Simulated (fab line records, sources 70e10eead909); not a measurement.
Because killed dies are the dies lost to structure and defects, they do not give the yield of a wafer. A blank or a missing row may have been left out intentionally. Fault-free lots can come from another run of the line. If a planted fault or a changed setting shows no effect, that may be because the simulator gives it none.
Chamber matching -- flow nand-harc -- rie-diel-01 running NHARC_A_CHANNEL_FILL_D1_STRIP_28: 4 sister chambers
The step strips in O2, time 20 s. 22 wafers are shown with their chamber, then 11 later ones without.

== WAFERS WITH THEIR CHAMBER ==
wafer,chamber,showerhead-plenum-p-Torr (Torr),drypump-motor-current-A (A),oes-product-au (a.u.)
L076.4,0,3.50,6.0,0.985
L076.5,0,3.50,6.0,0.994
L076.6,3,3.75,6.0,1.005
L080.4,2,3.51,5.6,0.972
L080.5,2,3.51,5.6,0.965
L080.6,1,3.60,5.4,0.993
L081.1,0,3.50,6.0,0.987
L081.4,0,3.50,6.0,0.994
L081.5,1,3.60,5.3,1.000
L083.2,3,3.75,6.0,1.016
L083.3,0,3.50,6.0,1.000
L083.6,1,3.60,5.4,1.004
L085.2,2,3.50,5.6,0.964
L085.3,1,3.60,5.4,1.004
L085.6,2,3.50,5.6,0.960
L086.1,0,3.50,6.1,0.991
L086.3,2,3.50,5.6,0.977
L086.5,2,3.50,5.6,0.964
L089.2,0,3.50,6.0,0.987
L089.4,3,3.75,6.0,0.991
L089.5,0,3.50,6.0,0.998
L090.2,3,3.75,6.0,1.009

SIGNATURES (means of the wafers above)
reading,chamber 0,chamber 1,chamber 2,chamber 3,scatter within a chamber
showerhead-plenum-p-Torr,3.5000,3.6000,3.5033,3.7500,0.00272
drypump-motor-current-A,6.013,5.375,5.600,6.000,0.03
oes-product-au,0.99200,1.00025,0.96700,1.00525,0.00674
Rule: for a wafer and a chamber, the distance is found by dividing, reading by reading, the gap between the wafer's reading and the chamber's mean by the reading's scatter, squaring, summing and taking the root. The wafer belongs to the nearest chamber; if the next one is less than 2 further off, it can't be placed. How the scatter is found: for the shown wafers, subtract from each reading the mean of its chamber, square and add these, divide the total by (wafers less chambers), then take the root.

== WAFERS WITHOUT THEIR CHAMBER ==
wafer,showerhead-plenum-p-Torr (Torr),drypump-motor-current-A (A),oes-product-au (a.u.)
L090.3,3.50,5.6,0.974
L090.6,3.50,5.6,0.976
L092.1,3.50,5.6,0.991
L092.2,3.50,6.0,0.994
L092.4,3.75,6.0,0.990
L093.2,3.50,5.6,0.981
L093.4,3.50,6.0,0.991
L093.6,3.75,6.0,0.980
L096.2,3.60,5.4,1.015
L096.3,3.50,5.6,0.975
L096.5,3.50,5.6,0.979

== THE CHAMBER EACH PASSED THROUGH ==
wafer,from the rows above,in truth
L090.3,2,2
L090.6,2,2
L092.1,2,2
L092.2,0,0
L092.4,3,3
L093.2,2,2
L093.4,0,0
L093.6,3,3
L096.2,1,1
L096.3,2,2
L096.5,2,2
Correct placement for 11 of the 11. From these rows, 0 cannot be placed. 0 placed wrongly.
